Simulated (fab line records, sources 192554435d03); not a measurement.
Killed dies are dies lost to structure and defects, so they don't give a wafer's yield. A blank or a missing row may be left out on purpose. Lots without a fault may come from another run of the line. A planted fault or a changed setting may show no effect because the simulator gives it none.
A struck lot beside a sound one | flow n5_finfet | 40 steps out of a route of 1938
Sound: wafers L620.1, L620.3, L620.6. Struck: wafer L624.1. (L624.3, L624.5 of the same lot were not struck and are left out.) The cause comes at the end.
At each step with rows: each side's tool, then ch and its chambers, then its first start. Under that, the readings that differ: sound wafers | struck wafers | difference of the means | sigmas: that difference in standard deviations of wafers without a fault.
alike: readings whose means differ by less than 2 such deviations, and words and numbers that are the same on both sides. not compared: withheld readings, readings that some wafer has no value for, bounds like >300 that may hide the same value, and numbers for which the record gives no deviation and whose values overlap.
The two part at a step that has a row with sigmas, a row that says differs or no value, or rows on one side only. Numbers that don't overlap but have no deviation are shown without sigmas and don't part them. A reading that every wafer of one side lacks parts them only if that side has two wafers or more.

first, 12 steps without rows for these wafers: N5_MOL_CONTACT_COAG_PRECLEAN_111 (cleans in NF3:NH3, afs cycles 1, time 20 s, sublimation time 60 s); N5_MOL_CONTACT_COAG_TI_SIL_19 (material Ti, target thk 4.2 nm, time 15 s); N5_MOL_CONTACT_COAG_ALD_20 (deposits TiN, target thk 1.5 nm, pulse time 1 s, purge time 3 s); N5_MOL_CONTACT_COAG_SIL_ANNEAL_21 (time 60 s); N5_MOL_CONTACT_COAG_PRE_CLEAN_141 (time 60 s); N5_MOL_CONTACT_COAG_SPUTTER_143 (material Co, target thk 2.5 nm); N5_MOL_CONTACT_COAG_CO_FILL_22 (material Co, precursor CCTBA/H2, target thk 20 nm); N5_MOL_CONTACT_COAG_ANNEAL_113 (time 300 s); N5_MOL_CONTACT_COAG_PRE_CLEAN_142 (time 60 s); N5_MOL_CONTACT_COAG_SPUTTER_130 (material Co, target thk 47.5 nm); N5_MOL_CONTACT_COAG_PRECLEAN_125 (cleans in DIW, time 57.5 s); N5_MOL_CONTACT_COAG_SRD_126 (dry time 32 s).
N5_MOL_CONTACT_COAG_CMP_23: polishes, stops on SiO2, t overpolish 1.5 s, target thk 0 nm.
  sound on cmp-04 ch 0,1, day 8 17:10; struck on cmp-01 ch 2, day 9 16:14
  reading                                       | sound             | struck | difference | sigmas
  head_pressure_psi (psi)                       | 1.997 2.005 1.995 | 2.508  | +0.509     | +99 or more
  motor_current_A (A)                           | 8.0 7.7 7.5       | 9.2    | +1.5       | +2
  time_to_endpoint_s (s)                        | 12.1 12.5 12.1    | 6.1    | -6.1       | -3
  model.SiNx_of_GATE_CUT_SAC_CAP_01.thk_nm (nm) | 18.2 18.4 18.2    | 17.8   | -0.5       |
  alike: overpolish_run_s, platen_rpm
then, 3 steps without rows for these wafers: N5_MOL_CONTACT_COAG_WET_ETCH_26 (target Co, target depth 13 nm); N5_MOL_CONTACT_COAG_WET_ETCH_116 (etches the open film in SC1-inhibited, target depth 4.6 nm, rinse time 30 s); N5_MOL_CONTACT_COAG_ALD_27 (deposits SiOC, target thk 17 nm, pulse time 1.5 s, time 2720 s).
N5_MOL_CONTACT_COAG_CMP_28: polishes, stops on SiNx, t overpolish 0.85 s, target thk 14.522 nm.
  sound on cmp-03 ch 0,3, day 8 23:43; struck on cmp-01 ch 2, day 9 18:42
  reading                                       | sound       | struck | difference | sigmas
  time_to_endpoint_s (s)                        | 7.9 9.3 7.6 | 0.0    | -8.3       | -3
  model.SiNx_of_GATE_CUT_SAC_CAP_01.thk_nm (nm) | 18 18 17.8  | 17.4   | -0.5       |
  alike: head_pressure_psi, motor_current_A, platen_rpm
N5_MOL_CONTACT_COAG_THK_MEAS_29:
  sound on film_metro-01, day 9 00:01; struck on film_metro-01, day 9 18:55
  reading         | sound             | struck | difference | sigmas
  MD_CAP_THK (nm) | 17.91 18.00 17.88 | 17.48  | -0.45      | -6
then, 19 steps without rows for these wafers: N5_MOL_CONTACT_COAG_ALD_123 (deposits SiNx, target thk 5 nm, pulse time 1 s, purge time 2 s); N5_MOL_CONTACT_COAG_PECVD_31 (deposits SiO2 from TEOS/O2, target thk 46 nm, time 8.9 s); N5_MOL_CONTACT_COAG_COAT_75 (time 60 s, resist thk 60 nm); N5_MOL_CONTACT_COAG_COAT_76 (time 60 s, resist thk 10 nm); N5_MOL_CONTACT_COAG_COAT_77 (time 60 s, resist thk 10 nm); N5_MOL_CONTACT_COAG_COAT_78 (resist thk 40 nm); N5_MOL_CONTACT_COAG_EBR_80; N5_MOL_CONTACT_COAG_SOFTBAKE_79 (time 60 s); N5_MOL_CONTACT_COAG_EXPOSE_81 (exposes mask VG, defocus 0 nm); N5_MOL_CONTACT_COAG_PEB_82 (peb time 60 s); N5_MOL_CONTACT_COAG_DEVELOP_83 (develop time 30 s); N5_MOL_CONTACT_COAG_DESCUM_88 (chemistry O2, time 7 s); N5_MOL_CONTACT_COAG_ETCH_89 (etches underlayer in N2/H2, target depth 13 nm, time 10.4 s); N5_MOL_CONTACT_COAG_ETCH_90 (etches SiARC in CF4, target depth 13 nm, time 21.7 s); N5_MOL_CONTACT_COAG_ALD_131 (deposits SiO2, target thk 5 nm, pulse time 1 s, co reactant pulse time 1 s); N5_MOL_CONTACT_COAG_ETCHBACK_132 (etches SiO2 in CHF3, target depth 10 nm, time 6.7 s); N5_MOL_CONTACT_COAG_ETCH_91 (etches SOC in N2/H2, target depth 60 nm, overetch 21 nm, time 101.2 s); N5_MOL_CONTACT_COAG_STRIP_92 (strips in N2/H2); N5_MOL_CONTACT_COAG_STRIP_93 (strips in N2/H2).
N5_MOL_CONTACT_COAG_ETCH_47: etches SiNx in CH3F/O2, stops on W, target depth 27 nm.
  sound on rie_diel-05 ch 0,1,2, day 9 03:10; struck on rie_diel-02 ch 2, day 9 21:09
  reading                                      | sound             | struck | difference | sigmas
  model.MOL_CONTACT_COAG.feature_depth_nm (nm) | 18.6 18.6 18.4    | 18     | -1         |
  model.etch.depth_nm (nm)                     | 17.91 18.05 17.89 | 17.44  | -0.51      |
  alike: drypump_motor_current_A, etch_rf_on_time_s, oes_product_au, rf_fwd_power_W, rf_vpp_V, showerhead_plenum_p_Torr, throttle_valve_pct
  not compared: rf_hours_counter_h, model.etch.t_clear_s
-- the record jumps here: 3 days lie between the struck wafers' starts before and after (it left off in module MOL_CONTACT_COAG and takes up again in module BEOL_M4, whose first step shown is number 1111 of the route) --
N5_BEOL_M4_RC_MEAS_101:
  sound on prober-02 ch 0, day 12 11:05; struck on prober-01 ch 0, day 12 12:43
  alike: DIBL_N, DIBL_P, IOFF_N, IOFF_P, ION_N, ION_P, SS_N, SS_P, VT_N, VT_P
-- the record jumps here: 5 days lie between the struck wafers' starts before and after (it left off in module BEOL_M4 and takes up again in module PASSIVATION, whose first step shown is number 1936 of the route) --
N5_PASSIVATION_PROBE_49:
  the record has rows for the struck wafers here (prober-01, day 17 01:44) and none for the sound ones

WHERE THEY PART
First at N5_MOL_CONTACT_COAG_CMP_23; last, within this record, at N5_PASSIVATION_PROBE_49.

WHY: what the simulator had put in
Process parameter drift: cmp-01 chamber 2, from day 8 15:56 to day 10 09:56, at N5_MOL_CONTACT_COAG_CMP_23. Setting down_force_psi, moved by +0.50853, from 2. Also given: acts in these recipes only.
